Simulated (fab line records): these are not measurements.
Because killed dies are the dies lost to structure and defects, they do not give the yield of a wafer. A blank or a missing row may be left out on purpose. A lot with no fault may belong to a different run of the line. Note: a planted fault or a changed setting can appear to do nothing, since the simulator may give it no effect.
A lot that was struck, set against a sound lot -- flow n5Finfet -- 19 steps out of a route of 1938
Sound: these wafers, L578.1, L578.2, L578.3. Wafers struck: L583.1, L583.4, L583.5. At the end, the cause is stated.
Per side, at each step with rows, come the tool, then ch with its chambers, and then its first start. Under that, the readings that differ: sound wafers -- struck wafers -- difference of the means -- sigmas: that difference in standard deviations of wafers without a fault.
alike: same words and numbers on both sides, and readings whose means sit less than 2 such deviations apart. not compared: any withheld reading, any reading some wafer has no value for, any bound like >300 that may hide the same value, and any number with overlapping values for which the record gives no deviation.
The two part at a step that has a row with sigmas, a row that says differs or no value, or rows on one side only. Numbers that have no deviation but don't overlap get no sigmas and don't part them. A reading that every wafer of one side lacks parts them only if that side has two wafers or more.

first, 8 steps without rows for these wafers: N5_BEOL_M7_CMP_52 (polishes, stops on SiCOH lowk, t overpolish 6.9 s, target thk 80 nm); N5_BEOL_M7_PRE_CLEAN_55 (time 15 s); N5_BEOL_M7_DEP_56 (deposits SiCN from 3MS/NH3, target thk 10 nm, time 17.5 s); N5_BEOL_M8_ILD_DEP_00 (deposits SiCOH lowk from DEMS/porogen, target thk 179.75 nm, time 33.4 s); N5_BEOL_M8_CURE_74 (cures SiCOH lowk, time 240 s); N5_BEOL_M8_PECVD_70 (deposits SiO2 from TEOS/O2, target thk 20 nm, time 22.7 s); N5_BEOL_M8_HM_DEP_02 (deposits TiN, target thk 20 nm); N5_BEOL_M8_COAT_59 (time 60 s, resist thk 100 nm).
N5_BEOL_M8_COAT_60: time 60 s, resist thk 35 nm.
  sound on lithoTrack-04 ch 0, day 12 15:16; struck on lithoTrack-04 ch 0, day 14 03:34
reading,sound,struck,difference,sigmas
spinSpeedRpm (rpm),1500.0 1499.9 1498.6,1439.9 1440.2 1439.9,-59.5,-67
model.SiARC_of_BEOL_M8_COAT_60.thkNm (nm),35 35 35.2,35.8 35.8 35.8,+0.7,
then, 7 steps without rows for these wafers: N5_BEOL_M8_COAT_05 (resist thk 90 nm); N5_BEOL_M8_EBR_07; N5_BEOL_M8_SOFTBAKE_06 (time 60 s); N5_BEOL_M8_EXPOSE_08 (exposes mask M8); N5_BEOL_M8_PEB_09 (peb time 60 s); N5_BEOL_M8_DEVELOP_10 (develop time 30 s); N5_BEOL_M8_DESCUM_16 (chemistry O2, time 7.9 s).
N5_BEOL_M8_ETCH_61: etches SiARC in CF4, target depth 45.5 nm, time 75.8 s.
  sound on rieDiel-05 ch 1,2,3, day 12 16:12; struck on rieDiel-06 ch 1,3, day 14 04:27
reading,sound,struck,difference,sigmas
model.etch.depthNm (nm),34.95 35 35.13,35.81 35.88 35.89,+0.83,
model.CAR-ArF_of_BEOL_M8_COAT_05.thkNm (nm),51.2 51 51.2,50 50.2 50,-1,
  alike: drypumpMotorCurrentA, etchRfOnTimeS, oesProductAu, rfVppV, showerheadPlenumPTorr, throttleValvePct
  not compared: rfHoursCounterH
N5_BEOL_M8_ETCH_62: etches SOC in N2/H2, target depth 110 nm, overetch 22 nm, time 165 s.
  sound on rieDiel-05 ch 1,2,3, day 12 16:15; struck on rieDiel-06 ch 1,3, day 14 04:31
reading,sound,struck,difference,sigmas
model.SiARC_of_BEOL_M8_COAT_60.thkNm (nm),28.2 28.4 28.4,29.2 29 29.2,+0.8,
  alike: drypumpMotorCurrentA, h2FlowSccm, oesProductAu, rfVppV, showerheadPlenumPTorr, throttleValvePct
  not compared: rfHoursCounterH
then, 1 step without rows for these wafers: N5_BEOL_M8_STRIP_68 (strips in N2/H2).

== WHERE THEY PART ==
N5_BEOL_M8_COAT_60 only, going by this record. Later steps at which nothing parts them and some readings are alike: N5_BEOL_M8_ETCH_61, N5_BEOL_M8_ETCH_62.

WHY: whatever the simulator had introduced
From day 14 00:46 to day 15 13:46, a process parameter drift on lithoTrack-04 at N5_BEOL_M8_COAT_60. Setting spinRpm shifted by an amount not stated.
